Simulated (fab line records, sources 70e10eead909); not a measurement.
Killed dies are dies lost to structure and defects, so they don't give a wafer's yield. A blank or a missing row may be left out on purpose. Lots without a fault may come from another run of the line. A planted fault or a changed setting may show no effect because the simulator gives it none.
A struck lot beside a sound one | flow nand_harc | 43 steps out of a route of 1302
Sound: wafers L798.3, L798.4, L798.6. Struck: wafers L804.2, L804.3, L804.5. The cause comes at the end.
At each step with rows: each side's tool, then ch and its chambers, then its first start. Under that, the readings that differ: sound wafers | struck wafers | difference of the means | sigmas: that difference in standard deviations of wafers without a fault.
alike: readings whose means differ by less than 2 such deviations, and words and numbers that are the same on both sides. not compared: withheld readings, readings that some wafer has no value for, bounds like >300 that may hide the same value, and numbers for which the record gives no deviation and whose values overlap.
The two part at a step that has a row with sigmas, a row that says differs or no value, or rows on one side only. Numbers that don't overlap but have no deviation are shown without sigmas and don't part them. A reading that every wafer of one side lacks parts them only if that side has two wafers or more.

first, 5 steps without rows for these wafers: NHARC_A_CONTACT_ETCH_121 (etches the open film in C4F8/O2/Ar, time 190 s, target depth 1850 nm); NHARC_A_CONTACT_ETCH_122 (etches the open film in C4F8/O2/Ar, time 190 s, target depth 1850 nm); NHARC_A_CONTACT_ETCH_123 (etches the open film in C4F8/O2/Ar, time 490 s, target depth 2110 nm); NHARC_A_CONTACT_ETCH_90 (etches the open film in CH3F/O2, target depth 40 nm, time 85.7 s); NHARC_A_CONTACT_ETCH_96 (etches the open film in C4F6/O2, target depth 20 nm, time 10 s).
NHARC_A_CONTACT_CD_MEAS_53:
  sound on cd_sem-02, day 26 03:47; struck on cd_sem-02, day 28 11:17
  alike: cd_nm
then, 6 steps without rows for these wafers: NHARC_A_CONTACT_STRIP_99 (strips in N2/H2); NHARC_A_CONTACT_STRIP_100 (strips in CF4/CHF3); NHARC_A_CONTACT_STRIP_101 (strips in O2/COS); NHARC_A_CONTACT_ETCH_102 (etches the open film in CF4/O2, target depth 100 nm, overetch 10 nm, time 55 s); NHARC_A_CONTACT_STRIP_55 (strips in O2); NHARC_A_CONTACT_STRIP_56 (strips in post etch residue remover, time 600 s).
NHARC_A_CONTACT_DEP_57: deposits aC, target thk 5300 nm.
  sound on acl_dep-03 ch 0, day 26 06:19; struck on acl_dep-02, day 28 12:49
  no value came back on the struck wafers for susceptor_temp_C (C), throttle_valve_pct (%); on the sound wafers susceptor_temp_C (C) reads 400.11 399.87 400.00
then, 11 steps without rows for these wafers: NHARC_A_CONTACT_DEP_58 (deposits SiON, target thk 90 nm); NHARC_A_CONTACT_DEHYDRATE_59 (time 120 s); NHARC_A_CONTACT_HMDS_60 (time 30 s); NHARC_A_CONTACT_COAT_61 (time 75 s); NHARC_A_CONTACT_COAT_62 (time 65 s); NHARC_A_CONTACT_COAT_63 (resist thk 90 nm); NHARC_A_CONTACT_SOFTBAKE_64 (time 55 s); NHARC_A_CONTACT_EBR_65; NHARC_A_CONTACT_EXPOSE_66 (exposes mask A CC 2); NHARC_A_CONTACT_PEB_67 (peb time 65 s); NHARC_A_CONTACT_DEVELOP_68 (develop time 35 s).
NHARC_A_CONTACT_CD_MEAS_69: target cd 300 nm.
  sound on cd_sem-03 ch 0, day 26 09:05; struck on cd_sem-02 ch 0, day 28 16:17
  alike: cd_nm
NHARC_A_CONTACT_OVL_MEAS_70:
  sound on overlay-01, day 26 09:10; struck on overlay-02, day 28 16:22
  alike: overlay_x_nm, overlay_y_nm
NHARC_A_CONTACT_INSPECT_71:
  sound on defect_inspect-02, day 26 09:13; struck on defect_inspect-02, day 28 16:24
  alike: raw_defect_count
NHARC_A_CONTACT_DESCUM_74: chemistry O2, time 3 s.
  sound on rie_diel-07 ch 0,1,3, day 26 09:17; struck on rie_diel-13 ch 0,1, day 28 16:28
  alike: drypump_motor_current_A, oes_product_au, rf_vpp_V, showerhead_plenum_p_Torr, throttle_valve_pct
  not compared: rf_hours_counter_h
then, 1 step without rows for these wafers: NHARC_A_CONTACT_ETCH_75 (etches the open film in CF4, target depth 39 nm, time 65 s).
NHARC_A_CONTACT_ETCH_76: etches the open film in N2/H2, target depth 260 nm, time 475.3 s.
  sound on rie_diel-07 ch 0,2,3; struck on rie_diel-13 ch 0,1,2
  alike: drypump_motor_current_A, oes_product_au, rf_vpp_V, showerhead_plenum_p_Torr, throttle_valve_pct
  not compared: rf_hours_counter_h
then, 3 steps without rows for these wafers: NHARC_A_CONTACT_ETCH_77 (etches the open film in CF4/CHF3, target depth 108.9 nm, time 54.5 s); NHARC_A_CONTACT_ETCH_78 (etches the open film in O2/COS, target depth 5300 nm, time 1378 s); NHARC_A_CONTACT_ETCH_124 (etches the open film in C4F8/O2/Ar, time 140 s, target depth 700 nm).
NHARC_A_CONTACT_ETCH_125: etches the open film in C4F8/O2/Ar, time 197 s, target depth 1918 nm.
  sound on har_cap_etch-01 ch 0,1, day 26 11:04; struck on har_cap_etch-02 ch 0,1, day 28 18:12
  not compared: rf_hours_counter_h
then, 1 step without rows for these wafers: NHARC_A_CONTACT_ETCH_126 (etches the open film in C4F8/O2/Ar, time 197 s, target depth 1918 nm).
NHARC_A_CONTACT_ETCH_127: etches the open film in C4F8/O2/Ar, time 197 s, target depth 1918 nm.
  sound on har_cap_etch-01 ch 0,1, day 26 11:25; struck on har_cap_etch-02 ch 0,1, day 28 18:33
  not compared: rf_hours_counter_h
then, 5 steps without rows for these wafers: NHARC_A_CONTACT_ETCH_128 (etches the open film in C4F8/O2/Ar, time 197 s, target depth 1918 nm); NHARC_A_CONTACT_ETCH_129 (etches the open film in C4F8/O2/Ar, time 197 s, target depth 1918 nm); NHARC_A_CONTACT_ETCH_130 (etches the open film in C4F8/O2/Ar, time 197 s, target depth 1918 nm); NHARC_A_CONTACT_ETCH_131 (etches the open film in C4F8/O2/Ar, time 197 s, target depth 1918 nm); NHARC_A_CONTACT_ETCH_132 (etches the open film in C4F8/O2/Ar, time 197 s, target depth 1924 nm).
NHARC_A_CONTACT_ETCH_133: etches the open film in C4F8/O2/Ar, time 374 s, target depth 1610 nm.
  sound on har_cap_etch-01 ch 0,1, day 26 12:34; struck on har_cap_etch-02 ch 0,1, day 28 19:37
  not compared: rf_hours_counter_h
NHARC_END_SORT_01:
  the record has rows for the sound wafers here (prober-01 ch 0, day 28 21:28) and none for the struck ones

WHERE THEY PART
First at NHARC_A_CONTACT_DEP_57; last, within this record, at NHARC_END_SORT_01.

WHY: what the simulator had put in
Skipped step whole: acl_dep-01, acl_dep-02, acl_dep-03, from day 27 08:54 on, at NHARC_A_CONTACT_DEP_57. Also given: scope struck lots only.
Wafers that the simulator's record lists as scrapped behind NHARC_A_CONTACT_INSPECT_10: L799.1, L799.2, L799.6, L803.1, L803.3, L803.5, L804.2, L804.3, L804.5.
